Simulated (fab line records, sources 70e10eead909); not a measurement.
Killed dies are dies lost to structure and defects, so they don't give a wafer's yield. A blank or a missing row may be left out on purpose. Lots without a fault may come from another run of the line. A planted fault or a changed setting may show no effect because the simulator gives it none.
Tool commonality check | flow nand_harc | 13 lots, 37 wafers sampled

WHY IT WAS OPENED
At NHARC_A_SIN_REMOVE_INSPECT_04 the reading raw_defect_count is flagged on 2 of 13 lots. Wafers without a fault read 386, standard deviation 85.
Rule: a lot is flagged when every wafer of it that has a number lies more than 4 standard deviations from that mean, or none has a number. The other lots count as sound.

lot  | measured     | on                | raw_defect_count, wafer by wafer | flag
L273 | day 20 19:28 | defect_inspect-01 | 359 386 509                      |
L272 | day 20 19:29 | defect_inspect-02 | 324 377 347                      |
L276 | day 22 06:34 | defect_inspect-02 | 397 431 230                      |
L279 | day 22 20:56 | defect_inspect-01 | 998 1002                         | FLAGGED
L278 | day 22 23:56 | defect_inspect-01 | 459 560 740                      |
L277 | day 22 23:56 | defect_inspect-02 | 901 912                          | FLAGGED
L287 | day 26 01:14 | defect_inspect-01 | 376 350 431                      |
L288 | day 26 13:20 | defect_inspect-01 | 308 382 319                      |
L291 | day 28 07:04 | defect_inspect-02 | 335 408 383                      |
L292 | day 28 19:29 | defect_inspect-01 | 340 450 543                      |
L294 | day 29 04:23 | defect_inspect-02 | 379 393 469                      |
L295 | day 29 12:08 | defect_inspect-01 | 383 483 380                      |
L293 | day 29 14:56 | defect_inspect-02 | 286 323 411                      |
The numbers of the flagged lots are 953 on average: +567 against the usual, or +7 standard deviations.

WHICH TOOL RAN EACH LOT
The record holds 1 process step before the reading, out of a route of 1302 steps. In each cell: the tool, then ch and the chambers that the sampled wafers went through, then the start.
lot  | flag    | NHARC_A_SLIT_ETCH_17
L273 |         | har_etch-02 ch 0,1, day 20 08:14
L272 |         | har_etch-01 ch 0, day 20 07:48
L276 |         | har_etch-02 ch 0,1, day 21 18:59
L279 | FLAGGED | har_etch-02 ch 0, day 22 11:37
L278 |         | har_etch-01 ch 0,1, day 22 13:24
L277 | FLAGGED | har_etch-02 ch 0, day 22 15:28
L287 |         | har_etch-02 ch 0,1, day 25 13:37
L288 |         | har_etch-02 ch 0,1, day 26 02:19
L291 |         | har_etch-02 ch 0,1, day 27 19:22
L292 |         | har_etch-01 ch 0,1, day 28 07:21
L294 |         | har_etch-02 ch 0,1, day 28 16:37
L295 |         | har_etch-01 ch 0,1, day 29 00:32
L293 |         | har_etch-02 ch 0,1, day 29 03:31
What these steps do:
- NHARC_A_SLIT_ETCH_17: etches the open film in C4F8/O2/Ar, time 4254.5 s, target depth 20300 nm.
- NHARC_A_SIN_REMOVE_INSPECT_04

FLAGGED OVER TOTAL, TOOL BY TOOL (the gauges that took the reading come last)
step                          | tool              | lots run | flagged | share of the flagged lots | sound lots run after its first flagged lot
NHARC_A_SLIT_ETCH_17          | har_etch-01       | 4        | 0       | none                      | -
NHARC_A_SLIT_ETCH_17          | har_etch-02       | 9        | 2       | all                       | 5 (L287,L288,L291,L294,L293)
NHARC_A_SIN_REMOVE_INSPECT_04 | defect_inspect-01 | 7        | 1       | some                      | 5 (L278,L287,L288,L292,L295)
NHARC_A_SIN_REMOVE_INSPECT_04 | defect_inspect-02 | 6        | 1       | some                      | 3 (L291,L294,L293)

WHAT THE TABLE ALLOWS
1 row of the table ran every flagged lot: har_etch-02 at NHARC_A_SLIT_ETCH_17.
- har_etch-02 at NHARC_A_SLIT_ETCH_17: 2 of its 9 lots flagged. Sound lots ran on it after the first flagged one (L287, L288, L291, L294, L293), which a lasting fault on the whole tool wouldn't allow.
No row of the table ran every flagged lot and no sound lot after the first.

WHAT THE SIMULATOR HAD PUT IN
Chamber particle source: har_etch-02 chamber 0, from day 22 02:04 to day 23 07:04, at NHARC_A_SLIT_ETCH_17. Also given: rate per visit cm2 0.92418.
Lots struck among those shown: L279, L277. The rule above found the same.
